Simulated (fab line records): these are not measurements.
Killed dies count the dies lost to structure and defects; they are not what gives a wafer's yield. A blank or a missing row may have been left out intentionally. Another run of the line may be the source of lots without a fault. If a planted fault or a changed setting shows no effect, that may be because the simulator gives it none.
The tool behind it: which one? / flow n5 finfet / 24 lots, 72 wafers sampled, at 6 steps of a route of 1938

## WHAT THE GAUGES READ, wafer by wafer
N5_DUMMY_GATE_INSPECT_17: inspects for defects (brightfield).
lot=L074; measured=day 3 02:15; on=defect inspect-01; raw defect count=119 177 205
lot=L075; measured=day 3 09:11; on=defect inspect-02; raw defect count=197 330 216
lot=L076; measured=day 3 10:10; on=defect inspect-01; raw defect count=198 265 211
lot=L077; measured=day 3 17:37; on=defect inspect-01; raw defect count=190 191 202
lot=L078; measured=day 3 22:10; on=defect inspect-01; raw defect count=207 217 211
lot=L079; measured=day 4 05:41; on=defect inspect-02; raw defect count=257 256 215
lot=L080; measured=day 4 14:09; on=defect inspect-01; raw defect count=158 201 261
lot=L081; measured=day 4 17:50; on=defect inspect-01; raw defect count=123 165 143
lot=L082; measured=day 4 22:05; on=defect inspect-02; raw defect count=226 188 186
lot=L083; measured=day 5 04:31; on=defect inspect-02; raw defect count=247 214 364
lot=L084; measured=day 5 09:44; on=defect inspect-01; raw defect count=227 185 172
lot=L085; measured=day 5 15:23; on=defect inspect-01; raw defect count=249 182 189
lot=L086; measured=day 6 03:11; on=defect inspect-02; raw defect count=167 151 137
lot=L087; measured=day 6 05:25; on=defect inspect-02; raw defect count=231 274 225
lot=L088; measured=day 6 12:03; on=defect inspect-01; raw defect count=182 196 109
lot=L089; measured=day 6 15:37; on=defect inspect-01; raw defect count=163 105 208
lot=L090; measured=day 6 22:25; on=defect inspect-02; raw defect count=166 179 134
lot=L091; measured=day 7 04:26; on=defect inspect-01; raw defect count=95 199 157
lot=L092; measured=day 7 09:25; on=defect inspect-01; raw defect count=165 244 175
lot=L093; measured=day 7 15:27; on=defect inspect-01; raw defect count=359 221 231
lot=L094; measured=day 8 01:01; on=defect inspect-02; raw defect count=132 236 165
lot=L095; measured=day 8 05:36; on=defect inspect-01; raw defect count=211 276 190
lot=L096; measured=day 8 16:34; on=defect inspect-02; raw defect count=207 249 241
lot=L097; measured=day 8 21:13; on=defect inspect-01; raw defect count=208 193 194

N5_SD_EPI_N_INSPECT_11: inspects for defects (macro).
lot=L074; measured=day 3 04:31; on=defect inspect-01; raw defect count=1 1 2
lot=L075; measured=day 3 11:23; on=defect inspect-01; raw defect count=3 2 0
lot=L076; measured=day 3 12:25; on=defect inspect-01; raw defect count=0 3 1
lot=L077; measured=day 3 20:32; on=defect inspect-01; raw defect count=0 6 1
lot=L078; measured=day 4 00:25; on=defect inspect-01; raw defect count=4 1 1
lot=L079; measured=day 4 08:50; on=defect inspect-01; raw defect count=1 0 2
lot=L080; measured=day 4 16:41; on=defect inspect-01; raw defect count=1 3 1
lot=L081; measured=day 4 20:31; on=defect inspect-01; raw defect count=5 1 3
lot=L082; measured=day 5 00:17; on=defect inspect-02; raw defect count=1 5 4
lot=L083; measured=day 5 07:14; on=defect inspect-01; raw defect count=3 2 0
lot=L084; measured=day 5 13:48; on=defect inspect-02; raw defect count=1 1 2
lot=L085; measured=day 5 17:31; on=defect inspect-02; raw defect count=0 2 1
lot=L086; measured=day 6 06:10; on=defect inspect-02; raw defect count=4 2 1
lot=L087; measured=day 6 09:42; on=defect inspect-01; raw defect count=3 3 2
lot=L088; measured=day 6 14:18; on=defect inspect-01; raw defect count=0 2 2
lot=L089; measured=day 6 17:44; on=defect inspect-01; raw defect count=2 3 2
lot=L090; measured=day 7 01:22; on=defect inspect-01; raw defect count=0 3 2
lot=L091; measured=day 7 06:59; on=defect inspect-01; raw defect count=1 0 4
lot=L092; measured=day 7 11:32; on=defect inspect-01; raw defect count=2 2 3
lot=L093; measured=day 7 18:54; on=defect inspect-01; raw defect count=2 3 2
lot=L094; measured=day 8 03:08; on=defect inspect-01; raw defect count=1 4 1
lot=L095; measured=day 8 07:52; on=defect inspect-01; raw defect count=1 1 1
lot=L096; measured=day 8 19:43; on=defect inspect-02; raw defect count=3 3 3
lot=L097; measured=day 8 23:31; on=defect inspect-02; raw defect count=1 2 2

## WHAT TOOL EACH LOT RAN ON (gives the tool, then ch and the chambers of the sampled wafers, and finally the start)
lot=L074; N5_FIN_SAQP_STRIP_70=rie diel-01 ch 0,1, day 2 03:29; N5_FIN_SAQP_FIN_ETCH_36=rie si-02 ch 0,2, day 2 04:38; N5_FIN_CUT_DESCUM_13=rie diel-05 ch 0,1,2, day 2 05:26; N5_DUMMY_GATE_ETCH_32=rie si-03 ch 0,1,3, day 3 02:58
lot=L075; N5_FIN_SAQP_STRIP_70=rie diel-01 ch 0,1,3, day 2 07:32; N5_FIN_SAQP_FIN_ETCH_36=rie si-01 ch 0,3, day 2 08:45; N5_FIN_CUT_DESCUM_13=rie diel-05 ch 0,1,2, day 2 09:34; N5_DUMMY_GATE_ETCH_32=rie si-03 ch 0,2,3, day 3 09:59
lot=L076; N5_FIN_SAQP_STRIP_70=rie diel-01 ch 0,1,3, day 2 12:32; N5_FIN_SAQP_FIN_ETCH_36=rie si-01 ch 1,2,3, day 2 13:46; N5_FIN_CUT_DESCUM_13=rie diel-06 ch 0,3, day 2 14:34; N5_DUMMY_GATE_ETCH_32=rie si-04 ch 0,2, day 3 10:52
lot=L077; N5_FIN_SAQP_STRIP_70=rie diel-02 ch 1,2, day 2 20:26; N5_FIN_SAQP_FIN_ETCH_36=rie si-01 ch 0,1,3, day 2 21:59; N5_FIN_CUT_DESCUM_13=rie diel-03 ch 0,2,3, day 2 22:40; N5_DUMMY_GATE_ETCH_32=rie si-03 ch 0,1,3, day 3 18:52
lot=L078; N5_FIN_SAQP_STRIP_70=rie diel-01 ch 0,2, day 3 02:04; N5_FIN_SAQP_FIN_ETCH_36=rie si-02 ch 1,2,3, day 3 03:08; N5_FIN_CUT_DESCUM_13=rie diel-05 ch 1,2,3, day 3 03:56; N5_DUMMY_GATE_ETCH_32=rie si-05 ch 0,1,2, day 3 22:52
lot=L079; N5_FIN_SAQP_STRIP_70=rie diel-04 ch 0,2,3, day 3 07:17; N5_FIN_SAQP_FIN_ETCH_36=rie si-02 ch 1,2,3, day 3 08:28; N5_FIN_CUT_DESCUM_13=rie diel-05 ch 0,3, day 3 09:16; N5_DUMMY_GATE_ETCH_32=rie si-05 ch 0,2,3, day 4 06:59
lot=L080; N5_FIN_SAQP_STRIP_70=rie diel-02 ch 1,2,3, day 3 17:02; N5_FIN_SAQP_FIN_ETCH_36=rie si-02 ch 0,1, day 3 18:56; N5_FIN_CUT_DESCUM_13=rie diel-03 ch 0,2, day 3 19:48; N5_DUMMY_GATE_ETCH_32=rie si-05 ch 0,1,3, day 4 15:04
lot=L081; N5_FIN_SAQP_STRIP_70=rie diel-02 ch 0,1,2, day 3 19:08; N5_FIN_SAQP_FIN_ETCH_36=rie si-02 ch 0,3, day 3 20:12; N5_FIN_CUT_DESCUM_13=rie diel-05 ch 0,1, day 3 20:53; N5_DUMMY_GATE_ETCH_32=rie si-03 ch 0,1, day 4 18:37
lot=L082; N5_FIN_SAQP_STRIP_70=rie diel-04 ch 2,3, day 4 01:35; N5_FIN_SAQP_FIN_ETCH_36=rie si-02 ch 0,1,2, day 4 02:43; N5_FIN_CUT_DESCUM_13=rie diel-05 ch 0,1,3, day 4 03:31; N5_DUMMY_GATE_ETCH_32=rie si-05 ch 0,1,3, day 4 22:47
lot=L083; N5_FIN_SAQP_STRIP_70=rie diel-04 ch 0,2,3, day 4 07:31; N5_FIN_SAQP_FIN_ETCH_36=rie si-01 ch 1,2, day 4 08:48; N5_FIN_CUT_DESCUM_13=rie diel-03 ch 1,3, day 4 09:28; N5_DUMMY_GATE_ETCH_32=rie si-03 ch 2,3, day 5 05:37
lot=L084; N5_FIN_SAQP_STRIP_70=rie diel-04 ch 0,1,2, day 4 13:20; N5_FIN_SAQP_FIN_ETCH_36=rie si-01 ch 0,2,3, day 4 14:26; N5_FIN_CUT_DESCUM_13=rie diel-05 ch 0,2,3, day 4 15:06; N5_DUMMY_GATE_ETCH_32=rie si-04 ch 0,3, day 5 10:26
lot=L085; N5_FIN_SAQP_STRIP_70=rie diel-01 ch 0,2,3, day 4 18:59; N5_FIN_SAQP_FIN_ETCH_36=rie si-01 ch 0,2,3, day 4 20:13; N5_FIN_CUT_DESCUM_13=rie diel-03 ch 0,2,3, day 4 20:53; N5_DUMMY_GATE_ETCH_32=rie si-04 ch 0,2,3, day 5 16:05
lot=L086; N5_FIN_SAQP_STRIP_70=rie diel-04 ch 0,3, day 5 02:09; N5_FIN_SAQP_FIN_ETCH_36=rie si-01 ch 1,2,3, day 5 03:55; N5_FIN_CUT_DESCUM_13=rie diel-05 ch 0,3, day 5 04:43; N5_DUMMY_GATE_ETCH_32=rie si-04 ch 0,3, day 6 04:03
lot=L087; N5_FIN_SAQP_STRIP_70=rie diel-02 ch 0,2,3, day 5 07:17; N5_FIN_SAQP_FIN_ETCH_36=rie si-06 ch 0,2, day 5 08:20; N5_FIN_CUT_DESCUM_13=rie diel-03 ch 0,2,3, day 5 09:08; N5_DUMMY_GATE_ETCH_32=rie si-04 ch 1,2,3, day 6 06:32
lot=L088; N5_FIN_SAQP_STRIP_70=rie diel-01 ch 0,1,2, day 5 15:27; N5_FIN_SAQP_FIN_ETCH_36=rie si-02 ch 0,2, day 5 16:32; N5_FIN_CUT_DESCUM_13=rie diel-03 ch 1,2, day 5 17:13; N5_DUMMY_GATE_ETCH_32=rie si-03 ch 0,3, day 6 12:46
lot=L089; N5_FIN_SAQP_STRIP_70=rie diel-04 ch 0,1,3, day 5 19:25; N5_FIN_SAQP_FIN_ETCH_36=rie si-06 ch 0,1,2, day 5 20:30; N5_FIN_CUT_DESCUM_13=rie diel-06 ch 1,2,3, day 5 21:19; N5_DUMMY_GATE_ETCH_32=rie si-05 ch 0,1,2, day 6 16:19
lot=L090; N5_FIN_SAQP_STRIP_70=rie diel-04 ch 1,2,3, day 6 01:20; N5_FIN_SAQP_FIN_ETCH_36=rie si-02 ch 1,2,3, day 6 02:30; N5_FIN_CUT_DESCUM_13=rie diel-06 ch 0,1,2, day 6 03:11; N5_DUMMY_GATE_ETCH_32=rie si-04 ch 0,2,3, day 6 23:20
lot=L091; N5_FIN_SAQP_STRIP_70=rie diel-04 ch 0,2,3, day 6 07:41; N5_FIN_SAQP_FIN_ETCH_36=rie si-02 ch 0,1,2, day 6 08:45; N5_FIN_CUT_DESCUM_13=rie diel-05 ch 0,1,3, day 6 09:26; N5_DUMMY_GATE_ETCH_32=rie si-04 ch 0,1, day 7 05:08
lot=L092; N5_FIN_SAQP_STRIP_70=rie diel-01 ch 0,2,3, day 6 13:09; N5_FIN_SAQP_FIN_ETCH_36=rie si-02 ch 0,3, day 6 14:13; N5_FIN_CUT_DESCUM_13=rie diel-03 ch 1,2,3, day 6 14:55; N5_DUMMY_GATE_ETCH_32=rie si-04 ch 1,2, day 7 10:07
lot=L093; N5_FIN_SAQP_STRIP_70=rie diel-01 ch 2,3, day 6 19:05; N5_FIN_SAQP_FIN_ETCH_36=rie si-02 ch 0,1, day 6 20:16; N5_FIN_CUT_DESCUM_13=rie diel-03 ch 0,1,3, day 6 20:57; N5_DUMMY_GATE_ETCH_32=rie si-03 ch 1,3, day 7 16:44
lot=L094; N5_FIN_SAQP_STRIP_70=rie diel-04 ch 0,1,2, day 7 01:21; N5_FIN_SAQP_FIN_ETCH_36=rie si-02 ch 1,2,3, day 7 02:34; N5_FIN_CUT_DESCUM_13=rie diel-06 ch 0,2,3, day 7 03:27; N5_DUMMY_GATE_ETCH_32=rie si-05 ch 1,2,3, day 8 01:44
lot=L095; N5_FIN_SAQP_STRIP_70=rie diel-04 ch 1,2, day 7 08:56; N5_FIN_SAQP_FIN_ETCH_36=rie si-06 ch 0,1,2, day 7 10:05; N5_FIN_CUT_DESCUM_13=rie diel-03 ch 0,1,2, day 7 10:46; N5_DUMMY_GATE_ETCH_32=rie si-03 ch 0,1,2, day 8 06:20
lot=L096; N5_FIN_SAQP_STRIP_70=rie diel-02 ch 0,2,3, day 7 14:23; N5_FIN_SAQP_FIN_ETCH_36=rie si-06 ch 1,2,3, day 7 17:11; N5_FIN_CUT_DESCUM_13=rie diel-06 ch 0,2,3, day 7 18:39; N5_DUMMY_GATE_ETCH_32=rie si-05 ch 0,2,3, day 8 17:29
lot=L097; N5_FIN_SAQP_STRIP_70=rie diel-04 ch 0,1, day 7 22:09; N5_FIN_SAQP_FIN_ETCH_36=rie si-01 ch 0,3, day 8 00:40; N5_FIN_CUT_DESCUM_13=rie diel-03 ch 1,2,3, day 8 01:28; N5_DUMMY_GATE_ETCH_32=rie si-05 ch 1,3, day 8 21:55
- N5_FIN_SAQP_STRIP_70: strips in N2/H2.
- N5_FIN_SAQP_FIN_ETCH_36: etches the open film in HBr/Cl2/O2, target depth 120 nm, time 50.4 s.
- N5_FIN_CUT_DESCUM_13: chemistry O2, time 7 s.
- N5_DUMMY_GATE_ETCH_32: etches SiO2 in CF4, target depth 3.5 nm, time 3.9 s.

## WHAT THE TOOLS THEMSELVES READ (means of the sampled wafers that have a number; where no wafer has one, the mark that the record gives instead)
N5_FIN_SAQP_STRIP_70.
lot=L074; tool=rie diel-01; drypump motor current A (A)=5.5; oes product au (a.u.)=0.92; rf vpp V (V)=122.4; showerhead plenum p Torr (Torr)=3.54; throttle valve pct (%)=18.73
lot=L075; tool=rie diel-01; drypump motor current A (A)=5.6; oes product au (a.u.)=0.81; rf vpp V (V)=123.1; showerhead plenum p Torr (Torr)=3.45; throttle valve pct (%)=18.83
lot=L076; tool=rie diel-01; drypump motor current A (A)=5.6; oes product au (a.u.)=0.80; rf vpp V (V)=122.6; showerhead plenum p Torr (Torr)=3.45; throttle valve pct (%)=18.85
lot=L077; tool=rie diel-02; drypump motor current A (A)=5.2; oes product au (a.u.)=0.80; rf vpp V (V)=122.6; showerhead plenum p Torr (Torr)=3.38; throttle valve pct (%)=18.69
lot=L078; tool=rie diel-01; drypump motor current A (A)=5.6; oes product au (a.u.)=0.97; rf vpp V (V)=122.1; showerhead plenum p Torr (Torr)=3.57; throttle valve pct (%)=18.56
lot=L079; tool=rie diel-04; drypump motor current A (A)=5.6; oes product au (a.u.)=0.88; rf vpp V (V)=122.3; showerhead plenum p Torr (Torr)=3.40; throttle valve pct (%)=18.74
lot=L080; tool=rie diel-02; drypump motor current A (A)=5.1; oes product au (a.u.)=0.80; rf vpp V (V)=122.2; showerhead plenum p Torr (Torr)=3.42; throttle valve pct (%)=18.71
lot=L081; tool=rie diel-02; drypump motor current A (A)=5.3; oes product au (a.u.)=0.78; rf vpp V (V)=122.5; showerhead plenum p Torr (Torr)=3.42; throttle valve pct (%)=19.00
lot=L082; tool=rie diel-04; drypump motor current A (A)=5.6; oes product au (a.u.)=0.92; rf vpp V (V)=121.6; showerhead plenum p Torr (Torr)=3.42; throttle valve pct (%)=18.82
lot=L083; tool=rie diel-04; drypump motor current A (A)=5.6; oes product au (a.u.)=0.85; rf vpp V (V)=121.5; showerhead plenum p Torr (Torr)=3.39; throttle valve pct (%)=18.77
lot=L084; tool=rie diel-04; drypump motor current A (A)=5.5; oes product au (a.u.)=0.88; rf vpp V (V)=121.5; showerhead plenum p Torr (Torr)=3.36; throttle valve pct (%)=18.88
lot=L085; tool=rie diel-01; drypump motor current A (A)=5.7; oes product au (a.u.)=0.93; rf vpp V (V)=121.9; showerhead plenum p Torr (Torr)=3.47; throttle valve pct (%)=18.54
lot=L086; tool=rie diel-04; drypump motor current A (A)=5.6; oes product au (a.u.)=0.85; rf vpp V (V)=122.4; showerhead plenum p Torr (Torr)=3.39; throttle valve pct (%)=18.71
lot=L087; tool=rie diel-02; drypump motor current A (A)=5.4; oes product au (a.u.)=0.73; rf vpp V (V)=122.8; showerhead plenum p Torr (Torr)=3.44; throttle valve pct (%)=18.92
lot=L088; tool=rie diel-01; drypump motor current A (A)=5.7; oes product au (a.u.)=0.84; rf vpp V (V)=122.4; showerhead plenum p Torr (Torr)=3.52; throttle valve pct (%)=18.75
lot=L089; tool=rie diel-04; drypump motor current A (A)=5.6; oes product au (a.u.)=0.86; rf vpp V (V)=121.2; showerhead plenum p Torr (Torr)=3.35; throttle valve pct (%)=18.82
lot=L090; tool=rie diel-04; drypump motor current A (A)=5.5; oes product au (a.u.)=0.92; rf vpp V (V)=121.4; showerhead plenum p Torr (Torr)=3.38; throttle valve pct (%)=18.94
lot=L091; tool=rie diel-04; drypump motor current A (A)=5.6; oes product au (a.u.)=0.84; rf vpp V (V)=122.1; showerhead plenum p Torr (Torr)=3.38; throttle valve pct (%)=18.80
lot=L092; tool=rie diel-01; drypump motor current A (A)=5.7; oes product au (a.u.)=0.90; rf vpp V (V)=122.4; showerhead plenum p Torr (Torr)=3.46; throttle valve pct (%)=18.56
lot=L093; tool=rie diel-01; drypump motor current A (A)=5.8; oes product au (a.u.)=0.91; rf vpp V (V)=121.2; showerhead plenum p Torr (Torr)=3.38; throttle valve pct (%)=18.52
lot=L094; tool=rie diel-04; drypump motor current A (A)=5.6; oes product au (a.u.)=0.84; rf vpp V (V)=122.0; showerhead plenum p Torr (Torr)=3.35; throttle valve pct (%)=18.91
lot=L095; tool=rie diel-04; drypump motor current A (A)=5.4; oes product au (a.u.)=0.90; rf vpp V (V)=122.4; showerhead plenum p Torr (Torr)=3.34; throttle valve pct (%)=19.04
lot=L096; tool=rie diel-02; drypump motor current A (A)=5.4; oes product au (a.u.)=0.72; rf vpp V (V)=121.6; showerhead plenum p Torr (Torr)=3.43; throttle valve pct (%)=18.95
lot=L097; tool=rie diel-04; drypump motor current A (A)=5.6; oes product au (a.u.)=0.85; rf vpp V (V)=121.0; showerhead plenum p Torr (Torr)=3.30; throttle valve pct (%)=18.95

N5_FIN_SAQP_FIN_ETCH_36.
lot=L074; tool=rie si-02; drypump motor current A (A)=5.6; oes product au (a.u.)=1.013; throttle valve pct (%)=36.38
lot=L075; tool=rie si-01; drypump motor current A (A)=5.2; oes product au (a.u.)=1.003; throttle valve pct (%)=36.21
lot=L076; tool=rie si-01; drypump motor current A (A)=5.3; oes product au (a.u.)=0.993; throttle valve pct (%)=36.00
lot=L077; tool=rie si-01; drypump motor current A (A)=5.5; oes product au (a.u.)=0.999; throttle valve pct (%)=36.10
lot=L078; tool=rie si-02; drypump motor current A (A)=5.8; oes product au (a.u.)=1.001; throttle valve pct (%)=36.12
lot=L079; tool=rie si-02; drypump motor current A (A)=5.8; oes product au (a.u.)=1.003; throttle valve pct (%)=36.12
lot=L080; tool=rie si-02; drypump motor current A (A)=5.8; oes product au (a.u.)=1.013; throttle valve pct (%)=36.17
lot=L081; tool=rie si-02; drypump motor current A (A)=5.9; oes product au (a.u.)=0.986; throttle valve pct (%)=36.08
lot=L082; tool=rie si-02; drypump motor current A (A)=5.7; oes product au (a.u.)=1.014; throttle valve pct (%)=36.21
lot=L083; tool=rie si-01; drypump motor current A (A)=5.6; oes product au (a.u.)=1.002; throttle valve pct (%)=35.89
lot=L084; tool=rie si-01; drypump motor current A (A)=5.4; oes product au (a.u.)=1.002; throttle valve pct (%)=36.09
lot=L085; tool=rie si-01; drypump motor current A (A)=5.4; oes product au (a.u.)=0.990; throttle valve pct (%)=36.11
lot=L086; tool=rie si-01; drypump motor current A (A)=5.2; oes product au (a.u.)=0.999; throttle valve pct (%)=36.00
lot=L087; tool=rie si-06; drypump motor current A (A)=5.3; oes product au (a.u.)=1.002; throttle valve pct (%)=36.28
lot=L088; tool=rie si-02; drypump motor current A (A)=5.6; oes product au (a.u.)=0.984; throttle valve pct (%)=36.39
lot=L089; tool=rie si-06; drypump motor current A (A)=5.3; oes product au (a.u.)=0.994; throttle valve pct (%)=35.96
lot=L090; tool=rie si-02; drypump motor current A (A)=5.8; oes product au (a.u.)=1.007; throttle valve pct (%)=36.09
lot=L091; tool=rie si-02; drypump motor current A (A)=5.7; oes product au (a.u.)=1.008; throttle valve pct (%)=36.20
lot=L092; tool=rie si-02; drypump motor current A (A)=5.8; oes product au (a.u.)=1.007; throttle valve pct (%)=36.15
lot=L093; tool=rie si-02; drypump motor current A (A)=5.9; oes product au (a.u.)=1.013; throttle valve pct (%)=36.05
lot=L094; tool=rie si-02; drypump motor current A (A)=5.8; oes product au (a.u.)=1.000; throttle valve pct (%)=36.12
lot=L095; tool=rie si-06; drypump motor current A (A)=5.4; oes product au (a.u.)=0.992; throttle valve pct (%)=35.96
lot=L096; tool=rie si-06; drypump motor current A (A)=5.8; oes product au (a.u.)=0.989; throttle valve pct (%)=35.80
lot=L097; tool=rie si-01; drypump motor current A (A)=5.2; oes product au (a.u.)=0.996; throttle valve pct (%)=36.22

N5_FIN_CUT_DESCUM_13.
lot=L074; tool=rie diel-05; drypump motor current A (A)=5.2; oes product au (a.u.)=0.85; rf vpp V (V)=242.8; showerhead plenum p Torr (Torr)=2.08; throttle valve pct (%)=20.46
lot=L075; tool=rie diel-05; drypump motor current A (A)=5.2; oes product au (a.u.)=0.85; rf vpp V (V)=242.8; showerhead plenum p Torr (Torr)=2.08; throttle valve pct (%)=20.45
lot=L076; tool=rie diel-06; drypump motor current A (A)=5.3; oes product au (a.u.)=0.75; rf vpp V (V)=243.4; showerhead plenum p Torr (Torr)=2.08; throttle valve pct (%)=20.62
lot=L077; tool=rie diel-03; drypump motor current A (A)=5.8; oes product au (a.u.)=0.74; rf vpp V (V)=244.0; showerhead plenum p Torr (Torr)=2.12; throttle valve pct (%)=20.37
lot=L078; tool=rie diel-05; drypump motor current A (A)=5.4; oes product au (a.u.)=0.86; rf vpp V (V)=242.9; showerhead plenum p Torr (Torr)=2.09; throttle valve pct (%)=20.30
lot=L079; tool=rie diel-05; drypump motor current A (A)=5.1; oes product au (a.u.)=0.75; rf vpp V (V)=242.6; showerhead plenum p Torr (Torr)=2.09; throttle valve pct (%)=20.46
lot=L080; tool=rie diel-03; drypump motor current A (A)=5.9; oes product au (a.u.)=0.72; rf vpp V (V)=243.7; showerhead plenum p Torr (Torr)=2.14; throttle valve pct (%)=20.22
lot=L081; tool=rie diel-05; drypump motor current A (A)=4.9; oes product au (a.u.)=0.79; rf vpp V (V)=242.6; showerhead plenum p Torr (Torr)=2.07; throttle valve pct (%)=20.47
lot=L082; tool=rie diel-05; drypump motor current A (A)=5.1; oes product au (a.u.)=0.81; rf vpp V (V)=242.9; showerhead plenum p Torr (Torr)=2.08; throttle valve pct (%)=20.30
lot=L083; tool=rie diel-03; drypump motor current A (A)=5.3; oes product au (a.u.)=0.81; rf vpp V (V)=243.3; showerhead plenum p Torr (Torr)=2.10; throttle valve pct (%)=20.45
lot=L084; tool=rie diel-05; drypump motor current A (A)=5.4; oes product au (a.u.)=0.78; rf vpp V (V)=242.9; showerhead plenum p Torr (Torr)=2.10; throttle valve pct (%)=20.47
lot=L085; tool=rie diel-03; drypump motor current A (A)=5.8; oes product au (a.u.)=0.73; rf vpp V (V)=243.2; showerhead plenum p Torr (Torr)=2.11; throttle valve pct (%)=20.39
lot=L086; tool=rie diel-05; drypump motor current A (A)=5.2; oes product au (a.u.)=0.76; rf vpp V (V)=243.4; showerhead plenum p Torr (Torr)=2.10; throttle valve pct (%)=20.31
lot=L087; tool=rie diel-03; drypump motor current A (A)=5.8; oes product au (a.u.)=0.73; rf vpp V (V)=243.2; showerhead plenum p Torr (Torr)=2.11; throttle valve pct (%)=20.40
lot=L088; tool=rie diel-03; drypump motor current A (A)=5.6; oes product au (a.u.)=0.76; rf vpp V (V)=244.6; showerhead plenum p Torr (Torr)=2.15; throttle valve pct (%)=20.14
lot=L089; tool=rie diel-06; drypump motor current A (A)=5.6; oes product au (a.u.)=0.74; rf vpp V (V)=242.6; showerhead plenum p Torr (Torr)=2.05; throttle valve pct (%)=20.57
lot=L090; tool=rie diel-06; drypump motor current A (A)=5.6; oes product au (a.u.)=0.74; rf vpp V (V)=243.3; showerhead plenum p Torr (Torr)=2.06; throttle valve pct (%)=20.55
lot=L091; tool=rie diel-05; drypump motor current A (A)=5.1; oes product au (a.u.)=0.79; rf vpp V (V)=243.1; showerhead plenum p Torr (Torr)=2.07; throttle valve pct (%)=20.33
lot=L092; tool=rie diel-03; drypump motor current A (A)=5.4; oes product au (a.u.)=0.77; rf vpp V (V)=242.9; showerhead plenum p Torr (Torr)=2.13; throttle valve pct (%)=20.32
lot=L093; tool=rie diel-03; drypump motor current A (A)=5.6; oes product au (a.u.)=0.86; rf vpp V (V)=243.1; showerhead plenum p Torr (Torr)=2.09; throttle valve pct (%)=20.31
lot=L094; tool=rie diel-06; drypump motor current A (A)=5.5; oes product au (a.u.)=0.74; rf vpp V (V)=242.4; showerhead plenum p Torr (Torr)=2.09; throttle valve pct (%)=20.62
lot=L095; tool=rie diel-03; drypump motor current A (A)=5.7; oes product au (a.u.)=0.83; rf vpp V (V)=244.3; showerhead plenum p Torr (Torr)=2.11; throttle valve pct (%)=20.16
lot=L096; tool=rie diel-06; drypump motor current A (A)=5.4; oes product au (a.u.)=0.73; rf vpp V (V)=242.5; showerhead plenum p Torr (Torr)=2.09; throttle valve pct (%)=20.63
lot=L097; tool=rie diel-03; drypump motor current A (A)=5.4; oes product au (a.u.)=0.76; rf vpp V (V)=244.4; showerhead plenum p Torr (Torr)=2.12; throttle valve pct (%)=20.32

N5_DUMMY_GATE_ETCH_32.
lot=L074; tool=rie si-03; drypump motor current A (A)=5.8; oes product au (a.u.)=0.994; throttle valve pct (%)=21.68
lot=L075; tool=rie si-03; drypump motor current A (A)=5.9; oes product au (a.u.)=0.987; throttle valve pct (%)=21.57
lot=L076; tool=rie si-04; drypump motor current A (A)=5.6; oes product au (a.u.)=0.992; throttle valve pct (%)=22.03
lot=L077; tool=rie si-03; drypump motor current A (A)=5.8; oes product au (a.u.)=1.000; throttle valve pct (%)=21.69
lot=L078; tool=rie si-05; drypump motor current A (A)=5.8; oes product au (a.u.)=1.006; throttle valve pct (%)=21.92
lot=L079; tool=rie si-05; drypump motor current A (A)=5.8; oes product au (a.u.)=1.017; throttle valve pct (%)=21.81
lot=L080; tool=rie si-05; drypump motor current A (A)=5.8; oes product au (a.u.)=0.995; throttle valve pct (%)=21.84
lot=L081; tool=rie si-03; drypump motor current A (A)=5.9; oes product au (a.u.)=0.994; throttle valve pct (%)=21.87
lot=L082; tool=rie si-05; drypump motor current A (A)=5.8; oes product au (a.u.)=1.007; throttle valve pct (%)=21.83
lot=L083; tool=rie si-03; drypump motor current A (A)=5.9; oes product au (a.u.)=1.008; throttle valve pct (%)=21.59
lot=L084; tool=rie si-04; drypump motor current A (A)=5.9; oes product au (a.u.)=0.995; throttle valve pct (%)=22.15
lot=L085; tool=rie si-04; drypump motor current A (A)=5.6; oes product au (a.u.)=0.991; throttle valve pct (%)=22.04
lot=L086; tool=rie si-04; drypump motor current A (A)=5.9; oes product au (a.u.)=0.997; throttle valve pct (%)=22.16
lot=L087; tool=rie si-04; drypump motor current A (A)=5.9; oes product au (a.u.)=0.998; throttle valve pct (%)=21.91
lot=L088; tool=rie si-03; drypump motor current A (A)=5.8; oes product au (a.u.)=0.993; throttle valve pct (%)=21.48
lot=L089; tool=rie si-05; drypump motor current A (A)=5.8; oes product au (a.u.)=1.003; throttle valve pct (%)=21.91
lot=L090; tool=rie si-04; drypump motor current A (A)=5.6; oes product au (a.u.)=1.001; throttle valve pct (%)=22.02
lot=L091; tool=rie si-04; drypump motor current A (A)=6.3; oes product au (a.u.)=1.003; throttle valve pct (%)=21.93
lot=L092; tool=rie si-04; drypump motor current A (A)=6.1; oes product au (a.u.)=1.014; throttle valve pct (%)=21.79
lot=L093; tool=rie si-03; drypump motor current A (A)=5.9; oes product au (a.u.)=0.995; throttle valve pct (%)=21.89
lot=L094; tool=rie si-05; drypump motor current A (A)=5.7; oes product au (a.u.)=1.000; throttle valve pct (%)=21.96
lot=L095; tool=rie si-03; drypump motor current A (A)=6.0; oes product au (a.u.)=0.990; throttle valve pct (%)=21.75
lot=L096; tool=rie si-05; drypump motor current A (A)=5.8; oes product au (a.u.)=1.021; throttle valve pct (%)=21.83
lot=L097; tool=rie si-05; drypump motor current A (A)=5.8; oes product au (a.u.)=0.998; throttle valve pct (%)=21.88

## THE ANSWER, worked out from the rows above alone
Rule: usual is defined by the lots themselves. Put in order of their means at a reading, lots are off if they are a third of the lots or fewer, leave a main group of 4 or more, and stand apart from it by a gap of 3 or more times the standard deviation of the main group's means; of several such gaps the widest counts. If all means in a main group match to the digits the tables above print for the reading, that group is not used. A lot without any number at a reading at which 4 lots or more have one is off too. Where the step has rows for the other lots, those lots are counted as sound. Order of review: gauges by route order, followed by the tools' own readings, for which a lot's mean as printed above is used. At the first step where some lot is off, the reading lying furthest off is the one used; lots without a number count as furthest.
None of the lots is off at any reading shown; this tells nothing.

## WHAT WAS PUT IN BY THE SIMULATOR
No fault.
